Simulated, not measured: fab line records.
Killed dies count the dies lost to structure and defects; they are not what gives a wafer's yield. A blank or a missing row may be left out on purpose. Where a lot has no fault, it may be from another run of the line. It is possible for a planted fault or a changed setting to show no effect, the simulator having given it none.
Matching of chambers + flow n5 finfet + 3 sister chambers for N5_BEOL_M5_PECVD_70 on pecvd-04
The step deposits SiO2 from TEOS/O2, target thk 16 nm, time 18 s. 18 wafers are shown with their chamber, then 9 later ones without.

WAFERS WITH THEIR CHAMBER
| wafer  | chamber | throttle valve pct (%) | showerhead plenum p Torr (Torr) | heater power w (W) |
|--------|---------|------------------------|---------------------------------|--------------------|
| L078.1 | 0       | 20.9                   | 8.72                            | 698                |
| L078.5 | 0       | 20.9                   | 8.72                            | 717                |
| L078.6 | 2       | 22.3                   | 8.81                            | 617                |
| L079.1 | 0       | 21.1                   | 8.71                            | 711                |
| L079.4 | 0       | 21.1                   | 8.75                            | 685                |
| L079.5 | 1       | 22.3                   | 8.82                            | 679                |
| L081.2 | 0       | 21.1                   | 8.75                            | 568                |
| L081.3 | 1       | 22.1                   | 8.85                            | 655                |
| L081.6 | 1       | 22.3                   | 8.82                            | 671                |
| L083.2 | 0       | 20.9                   | 8.71                            | 616                |
| L083.3 | 1       | 22.2                   | 8.82                            | 736                |
| L083.5 | 2       | 22.4                   | 8.82                            | 601                |
| L086.2 | 2       | 22.4                   | 8.80                            | 522                |
| L086.3 | 2       | 22.3                   | 8.84                            | 530                |
| L086.6 | 2       | 22.4                   | 8.83                            | 549                |
| L090.4 | 0       | 21.0                   | 8.74                            | 644                |
| L090.5 | 1       | 22.3                   | 8.83                            | 639                |
| L090.6 | 2       | 22.2                   | 8.81                            | 497                |

SIGNATURES (averages over the wafers above)
| reading                  | chamber 0 | chamber 1 | chamber 2 | scatter within a chamber |
|--------------------------|-----------|-----------|-----------|--------------------------|
| throttle valve pct       | 21.000    | 22.240    | 22.333    | 0.0914                   |
| showerhead plenum p Torr | 8.7286    | 8.8280    | 8.8183    | 0.0156                   |
| heater power w           | 662.71    | 676.00    | 552.67    | 48.3                     |
Rule: a wafer lies at a distance from a chamber equal to the root of the sum of squares, over the readings, of (its reading less the chamber's mean, divided by the reading's scatter). If the next closest chamber is less than 2 further off than the closest, the wafer can't be placed; otherwise it belongs to the closest. The scatter: the root of (the sum of the squares of (reading less its chamber's mean) over the shown wafers, divided by (wafers less chambers)).

WAFERS WITHOUT THEIR CHAMBER
| wafer  | throttle valve pct (%) | showerhead plenum p Torr (Torr) | heater power w (W) |
|--------|------------------------|---------------------------------|--------------------|
| L091.2 | 20.9                   | 8.73                            | 720                |
| L091.4 | 21.2                   | 8.75                            | 717                |
| L091.6 | 22.3                   | 8.81                            | 580                |
| L094.1 | 21.1                   | 8.74                            | 702                |
| L094.4 | 22.3                   | 8.78                            | 578                |
| L094.5 | 22.5                   | 8.86                            | 675                |
| L095.2 | 22.8                   | 8.79                            | 510                |
| L095.5 | 22.2                   | 8.83                            | 716                |
| L095.6 | 22.4                   | 8.81                            | 522                |

WHICH CHAMBER EACH ONE RAN IN
| wafer  | from the rows above     | in truth |
|--------|-------------------------|----------|
| L091.2 | 0                       | 0        |
| L091.4 | 0                       | 0        |
| L091.6 | can't be placed: 2 or 1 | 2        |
| L094.1 | 0                       | 0        |
| L094.4 | can't be placed: 2 or 1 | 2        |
| L094.5 | can't be placed: 1 or 2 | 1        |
| L095.2 | can't be placed: 2 or 1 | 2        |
| L095.5 | 1                       | 1        |
| L095.6 | 2                       | 2        |
5 of 9 placed correctly. From these rows, 4 cannot be placed; in 4 the true chamber is one of the candidates. Wrongly placed: 0.
